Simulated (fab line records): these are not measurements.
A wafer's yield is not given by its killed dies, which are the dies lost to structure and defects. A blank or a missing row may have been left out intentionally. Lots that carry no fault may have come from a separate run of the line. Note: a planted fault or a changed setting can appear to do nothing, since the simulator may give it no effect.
Which tool did it? | flow n5Finfet | at 1 step of a route of 1938, 10 lots with 30 wafers sampled

WHAT THE GAUGES SHOWED, per wafer
N5_BEOL_M4_RC_MEAS_101. Usual: DIBL_N 36.4 mV/V, standard deviation 1.2; DIBL_P 36.1 mV/V, standard deviation 1.6; IOFF_N 0.156 nA/um, standard deviation 0.024; IOFF_P 0.21 nA/um, standard deviation 0.031; ION_N 674 uA/um, standard deviation 11; ION_P 463 uA/um, standard deviation 6.9; SS_N 71.5 mV/dec, standard deviation 0.5; SS_P 73.2 mV/dec, standard deviation 0.55; VT_N 250.0 mV, standard deviation 2.9; VT_P -250 mV, standard deviation 3.6.
lot  | measured     | on        | DIBL_N (mV/V)  | DIBL_P (mV/V)  | IOFF_N (nA/um)    | IOFF_P (nA/um) | ION_N (uA/um) | ION_P (uA/um) | SS_N (mV/dec)  | SS_P (mV/dec)  | VT_N (mV)         | VT_P (mV)      | flag
L345 | day 8 05:44  | prober-01 | 37.3 38.7 36.8 | 38.3 39.4 37.6 | 0.181 0.208 0.167 | 0.23 0.24 0.21 | 680 684 674   | 469 464 459   | 72.1 72.1 72.4 | 73.3 73.8 73.3 | 247.3 244.2 247.0 | -250 -249 -251 | 
L347 | day 8 21:00  | prober-02 | 37.3 35.2 36.6 | 39.6 37.1 38.4 | 0.204 0.160 0.183 | 0.26 0.22 0.24 | 698 669 676   | 473 459 461   | 72.3 71.4 71.8 | 73.9 73.7 73.5 | 245.0 249.5 247.5 | -250 -248 -250 | 
L356 | day 11 02:11 | prober-01 | 37.0 37.7 36.5 | 35.7 36.9 35.4 | 0.143 0.156 0.135 | 0.17 0.18 0.16 | 665 684 667   | 455 458 454   | 72.0 72.1 71.4 | 73.3 73.2 73.1 | 250.7 249.1 252.3 | -259 -258 -259 | 
L358 | day 11 12:38 | prober-02 | 37.7 35.5 35.6 | 36.7 34.2 34.6 | 0.170 0.130 0.140 | 0.20 0.16 0.17 | 672 667 671   | 455 460 460   | 71.7 70.6 71.4 | 74.1 73.1 73.3 | 250.4 253.5 252.1 | -252 -256 -254 | 
L360 | day 11 17:59 | prober-01 | 35.7 35.9 36.2 | 34.8 35.4 35.9 | 0.138 0.143 0.145 | 0.19 0.21 0.21 | 668 668 669   | 461 461 466   | 70.4 71.3 71.4 | 73.1 72.7 72.7 | 249.6 248.5 249.6 | -249 -250 -248 | 
L362 | day 12 12:56 | prober-01 | 37.7 37.7 36.4 | 36.7 37.1 34.8 | 0.175 0.186 0.149 | 0.25 0.26 0.22 | 679 688 661   | 467 470 463   | 71.8 71.7 71.0 | 73.3 74.1 73.3 | 247.2 247.7 250.1 | -247 -247 -248 | 
L361 | day 12 19:10 | prober-01 | 33.6 34.9 34.4 | 34.5 36.2 35.3 | 0.101 0.126 0.112 | 0.16 0.18 0.17 | 653 663 657   | 455 460 457   | 70.5 71.2 70.8 | 73.0 72.9 72.4 | 258.6 253.7 257.3 | -256 -254 -256 | 
L363 | day 12 20:18 | prober-02 | 34.0 34.5 34.4 | 34.0 35.2 33.8 | 0.129 0.134 0.120 | 0.18 0.20 0.18 | 667 670 660   | 467 467 459   | 71.0 71.1 70.2 | 73.1 72.5 72.6 | 252.9 249.4 251.6 | -249 -250 -250 | 
L364 | day 13 12:59 | prober-02 | 37.2 35.7 36.0 | 36.8 34.9 34.9 | 0.152 0.127 0.134 | 0.20 0.18 0.18 | 674 669 681   | 464 462 464   | 71.7 71.3 71.2 | 72.6 72.5 72.6 | 251.9 253.1 253.8 | -254 -254 -255 | 
L365 | day 14 02:38 | prober-02 | 37.1 36.2 36.1 | 37.7 36.1 36.2 | 0.179 0.154 0.154 | 0.23 0.20 0.20 | 668 657 670   | 464 455 460   | 71.8 71.2 71.6 | 74.1 73.4 73.5 | 247.6 252.0 250.1 | -249 -253 -253 | 

EACH LOT AND THE TOOL THAT RAN IT (in order: tool; ch and the chambers of the sampled wafers; start)
There is no process step in the record ahead of these readings.

WHAT THE TOOLS THEMSELVES READ (means of the sampled wafers that have a number; where no wafer has one, the mark that the record gives instead)
The record holds no such reading with a usual standard deviation.

THE ANSWER, worked out from the rows above alone
Rule: lot off if the mean of its wafers having a number is beyond 3 standard deviations from the usual mean. Also off: a lot with no number at a reading for which 4 or more lots have one. Where the step has rows for the other lots, those lots are counted as sound. After the gauges, taken in route order, come the tools' own readings; for these a lot's mean is taken, as printed above. At the first step where some lot is off, the reading lying furthest off is the one used; lots without a number count as furthest.
No lot is off on any of the readings shown, so nothing can be concluded from this.

WHAT WAS PUT IN BY THE SIMULATOR
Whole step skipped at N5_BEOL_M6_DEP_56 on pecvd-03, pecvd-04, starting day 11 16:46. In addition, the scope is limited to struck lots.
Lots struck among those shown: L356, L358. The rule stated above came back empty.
